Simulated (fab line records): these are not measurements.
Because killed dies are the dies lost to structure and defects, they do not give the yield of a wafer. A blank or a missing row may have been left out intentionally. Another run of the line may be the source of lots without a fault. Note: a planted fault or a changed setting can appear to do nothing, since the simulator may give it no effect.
fab line records + flow nand_harc
record:
- lots: 12
- wafers: 36
- last_day: 24
route steps=1159 shown P_GATE@155 END@1159
lots that met no fault: from a run of the same line without faults
start_h: the number of hours between the record's first day and the start of the first shown wafer of the lot + wait_h: how many hours have passed since the lot's step before this one + " unchanged from the row above + L1.1+2: several wafers, shown together as one row + - no value, or no start given + * or withheld: withheld + < > ~ a bound
route shown NAME@n: names a module that has steps shown in the file, with the first one's number in the route + usual: mean and standard deviation over wafers with no fault + same: alike in all rows + chamber/n: place in a boat + sites: each site's reading + _std_site: how widely they spread, as a standard deviation + _edge_site: the outer-site mean with the inner-site mean subtracted + radius_mm: for every site, how far away it sits from the centre of the wafer + mask NAME#n: copy n + behind: the last tool/chamber to shape the wafer + hold: cause of the lot's hold/its duration in hours/its outcome + device: whichever transistor did not switch (one of n, p or np) + end of line: the tests these same wafers got at the end of their route + for a step that has no rows: nothing shown but its recipe + killed: count of dies lost to structure and defects at first sort (not the wafer's yield) + map: per-die view of a wafer (x killed, . not killed, _ where there is no die)
set.NAME: the run value of the setting; set.NAME@STEP: its run value at that earlier step + model.NAME: the simulator's own value behind a step, which no gauge read
steps of the route over a sample of lots; a table a step, a row a wafer
services: a tool's chamber out of use, with start hour (start_h, from the record's first day; less than 0 if before it), hours out, and reason
== steps ==
step: NHARC_P_GATE_ALD_36
recipe:
- target_thk_a: 200
- pulse_time_s: 60
- ald_cycles: 223
- temp_c: 400
- material: SiNx
usual:
- heater_power_w: 828/100
- precursor_pulse_height_rel: 0.998/0.019
| lot.wafer | tool       | chamber | start_h | wait_h | heater_power_w | precursor_pulse_height_rel | since_wet_clean_h |
|-----------|------------|---------|---------|--------|----------------|----------------------------|-------------------|
| L385.3    | ald_sin-02 | 0       | 99.85   | -      | 796            | 1.003                      | 40                |
| L385.2    | "          | 1       | 101.28  | -      | 862            | 1.016                      | 41                |
| L385.5    | "          | 1       | 105.58  | -      | 861            | 1.035                      | -                 |
| L386.3    | ald_sin-02 | 3       | 111.93  | -      | 883            | 1.004                      | 52                |
| L386.1    | "          | 2       | 114.75  | -      | 896            | 0.995                      | 55                |
| L386.5    | "          | 3       | 116.16  | -      | 870            | 0.971                      | -                 |
| L388.3    | ald_sin-03 | 0       | 125.00  | -      | 592            | 0.963                      | 11                |
| L388.2    | "          | 1       | 126.05  | -      | 1020           | 0.980                      | 12                |
| L388.1    | "          | 3       | 128.16  | -      | 752            | 1.045                      | 15                |
| L390.4    | ald_sin-01 | 1       | 131.12  | -      | 796            | 1.011                      | 157               |
| L390.6    | "          | 0       | 134.27  | -      | 720            | 1.044                      | -                 |
| L390.5    | "          | 1       | 135.32  | -      | 806            | 1.006                      | -                 |
| L392.2    | ald_sin-03 | 3       | 141.20  | -      | 753            | 1.008                      | 28                |
| L392.4    | "          | 1       | 143.32  | -      | 981            | 1.009                      | 30                |
| L392.3    | "          | 2       | 144.38  | -      | 896            | 1.036                      | 31                |
| L391.3    | ald_sin-01 | 0       | 141.38  | -      | 720            | 0.999                      | 167               |
| L391.4    | "          | 3       | 144.56  | -      | 801            | 1.008                      | 171               |
| L391.6    | "          | 1       | 146.69  | -      | 812            | 1.020                      | -                 |
| L394.1    | ald_sin-02 | 1       | 159.96  | -      | 842            | 0.995                      | 100               |
| L394.3    | "          | 2       | 161.00  | -      | 910            | 0.999                      | 101               |
| L394.5    | "          | 1       | 164.15  | -      | 843            | 1.015                      | -                 |
| L396.3    | ald_sin-01 | 1       | 172.99  | -      | 854            | 1.005                      | 17                |
| L396.2    | "          | 0       | 176.17  | -      | 768            | 0.966                      | 21                |
| L396.5    | "          | 2       | 178.28  | -      | 878            | 0.961                      | -                 |
| L398.3    | ald_sin-01 | 3       | 181.95  | -      | 809            | 0.989                      | 26                |
| L398.4    | "          | 2       | 185.20  | -      | 868            | 1.010                      | 30                |
| L398.5    | "          | 0       | 187.37  | -      | 759            | 0.968                      | -                 |
| L397.1    | ald_sin-03 | 3       | 182.62  | -      | 780            | 1.014                      | 69                |
| L397.3    | "          | 0       | 184.00  | -      | 594            | 0.990                      | 70                |
| L397.6    | "          | 0       | 188.17  | -      | 582            | 0.972                      | -                 |
| L399.2    | ald_sin-02 | 1       | 195.43  | -      | 865            | 1.033                      | 135               |
| L399.3    | "          | 2       | 196.48  | -      | 892            | 1.009                      | 136               |
| L399.1    | "          | 0       | 198.59  | -      | 798            | 1.005                      | 138               |
| L406.2    | ald_sin-01 | 3       | 229.04  | -      | 814            | 0.999                      | 73                |
| L406.3    | "          | 0       | 230.10  | -      | 761            | 1.003                      | 74                |
| L406.6    | "          | 1       | 231.17  | -      | 857            | 0.971                      | -                 |
step: NHARC_P_GATE_EXPOSE_43
recipe:
- na: 0.6
- target_cd_nm: 720
- dose_mj: 14.81
- mask_id: P_NSD
| lot.wafer  | tool           | chamber | start_h | wait_h | mask     |
|------------|----------------|---------|---------|--------|----------|
| L385.2+3+5 | krf_scanner-04 | 0       | 111.06  | -      | P_NSD#0  |
| L386.1+3+5 | krf_scanner-02 | 0       | 124.43  | -      | P_NSD#0  |
| L388.1+2+3 | krf_scanner-04 | 0       | 135.36  | -      | P_NSD#0  |
| L390.4+5+6 | krf_scanner-04 | 0       | 140.30  | -      | P_NSD#0  |
| L392.2+3+4 | krf_scanner-04 | 0       | 151.63  | -      | P_NSD#0  |
| L391.3+4+6 | krf_scanner-01 | 0       | 151.83  | -      | P_NSD#0  |
| L394.1+3+5 | krf_scanner-01 | 0       | 169.12  | -      | P_NSD#0  |
| L396.2+3+5 | krf_scanner-02 | 0       | 183.38  | -      | P_NSD#0  |
| L398.3+4+5 | krf_scanner-01 | 0       | 192.38  | -      | P_HVPW#0 |
| L397.1+3+6 | krf_scanner-01 | 0       | 193.71  | -      | P_NSD#0  |
| L399.1+2+3 | krf_scanner-01 | 0       | 205.73  | -      | P_NSD#0  |
| L406.2+3+6 | krf_scanner-01 | 0       | 237.22  | -      | P_NSD#0  |
step: NHARC_P_GATE_CD_MEAS_46
recipe:
- target_cd_nm: 720
- landing_energy_ev: 500
usual:
- cd_nm: 720.1/1.1
| lot.wafer | tool      | chamber | start_h | wait_h | cd_nm |
|-----------|-----------|---------|---------|--------|-------|
| L385.2    | cd_sem-01 | 0       | 111.21  | -      | 719.4 |
| L385.3    | "         | 0       | "       | "      | 721.2 |
| L385.5    | "         | 0       | "       | "      | 719.4 |
| L386.1    | cd_sem-02 | 0       | 124.59  | -      | 721.2 |
| L386.3    | "         | 0       | "       | "      | 722.0 |
| L386.5    | "         | 0       | "       | "      | 719.7 |
| L388.1    | cd_sem-02 | 0       | 135.52  | -      | 720.7 |
| L388.2    | "         | 0       | "       | "      | 721.1 |
| L388.3    | "         | 0       | "       | "      | 723.2 |
| L390.4    | cd_sem-01 | 0       | 140.45  | -      | 718.1 |
| L390.5    | "         | 0       | "       | "      | 718.0 |
| L390.6    | "         | 0       | "       | "      | 719.0 |
| L392.2    | cd_sem-01 | 0       | 151.79  | -      | 719.3 |
| L392.3    | "         | 0       | "       | "      | 719.9 |
| L392.4    | "         | 0       | "       | "      | 719.5 |
| L391.3    | cd_sem-03 | 0       | 151.99  | -      | 718.9 |
| L391.4    | "         | 0       | "       | "      | 719.2 |
| L391.6    | "         | 0       | "       | "      | 719.5 |
| L394.1    | cd_sem-02 | 0       | 169.27  | -      | 720.3 |
| L394.3    | "         | 0       | "       | "      | 721.2 |
| L394.5    | "         | 0       | "       | "      | 721.2 |
| L396.2    | cd_sem-02 | 0       | 183.54  | -      | 718.6 |
| L396.3    | "         | 0       | "       | "      | 718.9 |
| L396.5    | "         | 0       | "       | "      | 720.0 |
| L398.3    | cd_sem-02 | 0       | 192.52  | -      | -     |
| L398.4    | "         | 0       | "       | "      | -     |
| L398.5    | "         | 0       | "       | "      | -     |
| L397.1    | cd_sem-02 | 0       | 193.86  | -      | 721.2 |
| L397.3    | "         | 0       | "       | "      | 719.8 |
| L397.6    | "         | 0       | "       | "      | 720.4 |
| L399.1    | cd_sem-03 | 0       | 205.89  | -      | 718.7 |
| L399.2    | "         | 0       | "       | "      | 720.7 |
| L399.3    | "         | 0       | "       | "      | 719.2 |
| L406.2    | cd_sem-03 | 0       | 237.38  | -      | 719.3 |
| L406.3    | "         | 0       | "       | "      | 719.8 |
| L406.6    | "         | 0       | "       | "      | 720.4 |
step: NHARC_P_GATE_DESCUM_61
recipe:
- time_s: 3
- o2_flow_sccm: 200
- ar_flow_sccm: 0
- bias_power_w: 0
- chemistry: O2
usual:
- drypump_motor_current_A: 5.6/0.53
- oes_product_au: 1.001/0.0079
- rf_vpp_V: 57.9/0.89
- showerhead_plenum_p_Torr: 1.94/0.099
- throttle_valve_pct: 11.312/0.0086
same:
- bias_power_w: 0
| lot.wafer | tool        | chamber | start_h | wait_h | drypump_motor_current_A | oes_product_au | rf_hours_counter_h | rf_vpp_V | showerhead_plenum_p_Torr | throttle_valve_pct |
|-----------|-------------|---------|---------|--------|-------------------------|----------------|--------------------|----------|--------------------------|--------------------|
| L385.3    | rie_diel-02 | 0       | 113.14  | -      | 6.3                     | 0.998          | 26                 | 58.3     | 2.04                     | 11.321             |
| L385.2    | "           | 1       | "       | "      | 4.9                     | 1.009          | 25                 | 57.3     | 1.97                     | 11.322             |
| L385.5    | "           | 1       | "       | "      | 5.0                     | 1.004          | -                  | 59.4     | 1.97                     | 11.315             |
| L386.1    | rie_diel-02 | 1       | 126.41  | -      | 4.9                     | 0.997          | 27                 | 56.8     | 1.97                     | 11.308             |
| L386.3    | "           | 2       | "       | "      | 5.5                     | 1.013          | 28                 | 57.6     | 1.80                     | 11.311             |
| L386.5    | "           | 2       | "       | "      | 5.5                     | 1.010          | -                  | 57.7     | 1.80                     | 11.300             |
| L388.1    | rie_diel-02 | 1       | 137.44  | -      | 4.9                     | 0.998          | 27                 | 55.9     | 1.96                     | 11.312             |
| L388.2    | "           | 2       | "       | "      | 5.5                     | 1.000          | 28                 | 56.4     | 1.80                     | 11.318             |
| L388.3    | "           | 0       | "       | "      | 6.3                     | 0.998          | 28                 | 59.4     | 2.04                     | 11.315             |
| L390.4    | rie_diel-02 | 2       | 142.24  | -      | 5.5                     | 1.010          | 28                 | 56.6     | 1.80                     | 11.299             |
| L390.5    | "           | 2       | "       | "      | 5.5                     | 1.005          | -                  | 56.9     | 1.80                     | 11.312             |
| L390.6    | "           | 3       | "       | "      | 5.8                     | 0.997          | -                  | 57.7     | 2.01                     | 11.322             |
| L392.4    | rie_diel-11 | 2       | 153.73  | -      | 4.8                     | 1.013          | 47                 | 58.7     | 2.02                     | 11.313             |
| L392.3    | "           | 3       | "       | "      | 5.9                     | 1.010          | 49                 | 59.0     | 2.06                     | 11.304             |
| L392.2    | "           | 1       | "       | "      | 6.4                     | 1.007          | 46                 | 58.1     | 1.83                     | 11.305             |
| L391.4    | rie_diel-11 | 3       | 153.92  | -      | 5.9                     | 1.002          | 49                 | 58.7     | 2.06                     | 11.312             |
| L391.3    | "           | 0       | "       | "      | 5.1                     | 1.004          | 40                 | 56.7     | 1.80                     | 11.308             |
| L391.6    | "           | 2       | "       | "      | 4.8                     | 1.009          | -                  | 57.7     | 2.02                     | 11.317             |
| L394.1    | rie_diel-02 | 2       | 171.21  | -      | 5.5                     | 0.995          | 3                  | 57.0     | 1.80                     | 11.311             |
| L394.3    | "           | 0       | "       | "      | 6.3                     | 1.011          | 3                  | 58.0     | 2.04                     | 11.314             |
| L394.5    | "           | 2       | "       | "      | 5.5                     | 0.997          | -                  | 56.6     | 1.80                     | 11.294             |
| L396.3    | rie_diel-11 | 3       | 185.58  | -      | 6.0                     | 1.009          | 62                 | 58.5     | 2.06                     | 11.310             |
| L396.2    | "           | 2       | "       | "      | 4.8                     | 1.007          | 59                 | 58.4     | 2.02                     | 11.318             |
| L396.5    | "           | 0       | "       | "      | 5.0                     | 1.000          | -                  | 58.6     | 1.79                     | 11.318             |
| L398.4    | rie_diel-02 | 0       | 194.48  | -      | 6.3                     | 1.007          | 10                 | 58.2     | 2.03                     | 11.305             |
| L398.3    | "           | 1       | "       | "      | 4.9                     | 0.999          | 9                  | 58.0     | 1.96                     | 11.313             |
| L398.5    | "           | 1       | "       | "      | 4.9                     | 1.007          | -                  | 58.3     | 1.96                     | 11.312             |
| L397.1    | rie_diel-02 | 2       | 195.88  | -      | 5.5                     | 0.994          | 9                  | 57.5     | 1.79                     | 11.312             |
| L397.3    | "           | 3       | "       | "      | 5.8                     | 1.000          | 9                  | 58.0     | 2.01                     | 11.312             |
| L397.6    | "           | 0       | "       | "      | 6.3                     | 0.996          | -                  | 57.3     | 2.03                     | 11.308             |
| L399.2    | rie_diel-02 | 1       | 207.96  | -      | 4.9                     | 0.989          | 12                 | 57.9     | 1.96                     | 11.319             |
| L399.1    | "           | 3       | "       | "      | 5.8                     | 0.987          | 12                 | 60.4     | 2.01                     | 11.310             |
| L399.3    | "           | 0       | "       | "      | 6.3                     | 0.999          | 13                 | 58.0     | 2.03                     | 11.319             |
| L406.2    | rie_diel-02 | 0       | 239.31  | -      | 6.3                     | 0.988          | 18                 | 58.7     | 2.03                     | 11.320             |
| L406.3    | "           | 2       | "       | "      | 5.5                     | 1.007          | 16                 | 58.0     | 1.79                     | 11.318             |
| L406.6    | "           | 0       | "       | "      | 6.3                     | 0.998          | -                  | 57.6     | 2.03                     | 11.327             |
step: NHARC_P_GATE_STRIP_112
recipe:
- power_w: 1500
- temp_c: 110
- time_s: 200
- chemistry: N2/H2
usual:
- drypump_motor_current_A: 5.3/0.37
- heater_power_w: 85/5.3
| lot.wafer | tool            | chamber | start_h | wait_h | drypump_motor_current_A | heater_power_w | rf_hours_counter_h |
|-----------|-----------------|---------|---------|--------|-------------------------|----------------|--------------------|
| L385.2    | plasma_asher-01 | 0       | 113.51  | 0.2    | 5.5                     | 87             | 1                  |
| L385.3    | "               | 0       | "       | "      | 5.6                     | 88             | -                  |
| L385.5    | "               | 0       | "       | "      | 5.6                     | 87             | -                  |
| L386.1    | plasma_asher-01 | 1       | 126.78  | 0.2    | 5.0                     | 77             | 8                  |
| L386.3    | "               | 0       | "       | "      | 5.6                     | 88             | -                  |
| L386.5    | "               | 1       | "       | "      | 4.9                     | 78             | -                  |
| L388.2    | plasma_asher-01 | 0       | 137.81  | 0.2    | 5.5                     | 88             | 11                 |
| L388.1    | "               | 1       | "       | "      | 5.0                     | 76             | 11                 |
| L388.3    | "               | 1       | "       | "      | 4.9                     | 78             | -                  |
| L390.4    | plasma_asher-02 | 0       | 142.69  | 0.2    | 5.8                     | 93             | -                  |
| L390.6    | "               | 0       | "       | "      | 5.9                     | 93             | -                  |
| L390.5    | "               | 1       | "       | "      | 5.1                     | 86             | -                  |
| L392.2    | plasma_asher-01 | 1       | 154.14  | 0.2    | 4.9                     | 77             | 17                 |
| L392.3    | "               | 0       | "       | "      | 5.6                     | 91             | -                  |
| L392.4    | "               | 1       | "       | "      | 5.0                     | 76             | -                  |
| L391.3    | plasma_asher-02 | 1       | 154.36  | 0.2    | 5.0                     | 84             | -                  |
| L391.4    | "               | 0       | "       | "      | 5.9                     | 92             | -                  |
| L391.6    | "               | 1       | "       | "      | 5.0                     | 88             | -                  |
| L394.1    | plasma_asher-02 | 0       | 178.11  | 0.2    | 5.9                     | 93             | 53                 |
| L394.3    | "               | 1       | "       | "      | 5.1                     | 86             | -                  |
| L394.5    | "               | 1       | "       | "      | 5.1                     | 87             | -                  |
| L396.2    | plasma_asher-01 | 1       | 185.99  | 0.2    | 5.0                     | 79             | 27                 |
| L396.3    | "               | 1       | "       | "      | 4.9                     | 77             | -                  |
| L396.5    | "               | 1       | "       | "      | 5.0                     | 76             | -                  |
| L398.4    | plasma_asher-02 | 0       | 194.93  | 0.2    | 5.8                     | 88             | -                  |
| L398.3    | "               | 1       | "       | "      | 5.0                     | 86             | -                  |
| L398.5    | "               | 0       | "       | "      | 5.8                     | 87             | -                  |
| L397.1    | plasma_asher-02 | 1       | 196.23  | 0.2    | 5.0                     | 84             | 1                  |
| L397.3    | "               | 0       | "       | "      | 5.8                     | 87             | -                  |
| L397.6    | "               | 1       | "       | "      | 5.1                     | 84             | -                  |
| L399.2    | plasma_asher-02 | 1       | 208.35  | 0.2    | 5.0                     | 86             | 4                  |
| L399.1    | "               | 0       | "       | "      | 5.9                     | 89             | 4                  |
| L399.3    | "               | 0       | "       | "      | 5.9                     | 87             | -                  |
| L406.2    | plasma_asher-01 | 0       | 239.73  | 0.2    | 5.6                     | 89             | 48                 |
| L406.3    | "               | 0       | "       | "      | 5.6                     | 89             | -                  |
| L406.6    | "               | 1       | "       | "      | 5.0                     | 78             | -                  |
step: NHARC_END_SORT_01
recipe:
- temp_c: 25
usual:
- killed_at_array: 29/11
- killed_at_other: 0.6/0.92
- killed_at_periphery: 3.2/2
- killed_dies: 33/11
- killed_open: 3.2/2
- killed_short: 1.9/1.5
same:
- gross_dies: 677
| lot.wafer | tool      | chamber | start_h | wait_h | killed_at_array | killed_at_other | killed_at_periphery | killed_dies | killed_open | killed_short |
|-----------|-----------|---------|---------|--------|-----------------|-----------------|---------------------|-------------|-------------|--------------|
| L398.3    | prober-02 | 0       | 521.04  | 3.1    | 42              | 0               | 635                 | 677         | 1           | 1            |
| L398.4    | prober-02 | 0       | 521.84  | 3.4    | 40              | 0               | 637                 | 677         | 5           | 3            |
| L398.5    | prober-02 | 0       | 522.63  | 3.7    | 49              | 0               | 628                 | 677         | 5           | 4            |
killed by level:class
L398.3 P_GATE:area_expose=632 A_CHANNEL_HOLE_D1:chamber_film_flake=26 A_SLIT:chamber_film_flake=12 P_CONTACT:geometric_particle:open=1 A_WL_FILL:geometric_particle:short=1 P_ZERO_WELL:chamber_film_flake=1 P_GATE:chamber_film_flake=1 A_CHANNEL_FILL_D1:chamber_film_flake=1
L398.4 P_GATE:area_expose=633 A_CHANNEL_HOLE_D1:chamber_film_flake=19 A_SLIT:chamber_film_flake=8 A_CONTACT:chamber_film_flake=5 A_BLC:geometric_particle:open=2 A_M0:geometric_particle:short=2 A_CHANNEL_FILL_D1:chamber_film_flake=2 P_CONTACT:geometric_particle:short=1
L398.5 P_GATE:area_expose=624 A_CHANNEL_HOLE_D1:chamber_film_flake=23 A_SLIT:chamber_film_flake=12 A_CONTACT:chamber_film_flake=3 A_CONTACT:geometric_particle:short=2 A_BLC:geometric_particle:open=2 P_STI:chamber_film_flake=2 A_STAIRCASE:chamber_film_flake=2
== services ==
| tool            | chamber | start_h | hours | kind   |
|-----------------|---------|---------|-------|--------|
| rie_diel-02     | 0       | 80.87   | -     | clean  |
| rie_diel-02     | 1       | 80.87   | -     | clean  |
| rie_diel-02     | 2       | 80.87   | -     | clean  |
| rie_diel-02     | 3       | 80.87   | -     | clean  |
| krf_scanner-01  | -       | 84.00   | 4.0   | pm     |
| rie_diel-11     | -       | 85.68   | 0.4   | repair |
| ald_sin-02      | 3       | 97.99   | 5.7   | repair |
| plasma_asher-01 | -       | 99.00   | 9.0   | pm     |
| rie_diel-02     | 0       | 105.41  | -     | clean  |
| rie_diel-02     | 1       | 105.41  | -     | clean  |
| rie_diel-02     | 2       | 105.41  | -     | clean  |
| krf_scanner-04  | -       | 107.06  | 0.6   | repair |
| ald_sin-01      | 0       | 111.00  | 6.8   | repair |
| plasma_asher-02 | -       | 112.98  | 6.5   | repair |
| krf_scanner-04  | -       | 117.85  | 0.8   | repair |
| krf_scanner-04  | -       | 126.00  | 4.0   | pm     |
| rie_diel-02     | -       | 150.70  | 9.0   | pm     |
| plasma_asher-02 | -       | 183.40  | 9.0   | pm     |
| ald_sin-02      | 1       | 186.79  | 8.2   | repair |
| rie_diel-11     | -       | 189.82  | 9.0   | pm     |
| krf_scanner-02  | -       | 210.00  | 4.0   | pm     |
| rie_diel-11     | 2       | 216.06  | 3.2   | repair |
| krf_scanner-01  | -       | 224.44  | 0.5   | repair |
| ald_sin-02      | -       | 230.31  | 10.0  | pm     |
== key ==
first_sign:
- step: NHARC_P_GATE_EXPOSE_43
- reading: mask
- direction: changed
effect:
- step: NHARC_P_GATE_CD_MEAS_46
- reading: cd_nm
- direction: missing
effect:
- step: NHARC_END_SORT_01
- reading: killed_at_periphery
- direction: up
- sigmas: 99+
- usual: 3.2
- struck: 633.3
more_kills_born_at:
- NHARC_P_GATE_EXPOSE_43@krf_scanner-01: 1889
met_at NHARC_P_GATE_EXPOSE_43
struck_lots L398
later_rows_left_out L398.3,L398.4,L398.5
tester_left_out L398
not_acting_at NHARC_P_GATE_ALD_36,NHARC_P_GATE_DESCUM_61,NHARC_P_GATE_STRIP_112
onset_between 169.12 192.38
fault:
- kind: wrong_mask
- tool: any
- chamber: -
- onset_h: 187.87
- steps: NHARC_P_GATE_EXPOSE_43
- aux_copy: P_HVPW#0
- scope: struck_lots_only
tester_left_out: of these lots the tester's yield and bins aren't shown, on N5 and GAA mostly nor the transistor test; their killed dies are dies lost to structure and defects alone, not to doping, threshold or leakage, so they don't give the yield
later_rows_left_out: the simulator's readings of these wafers behind a module that went badly wrong aren't trusted and aren't shown, but for the sort
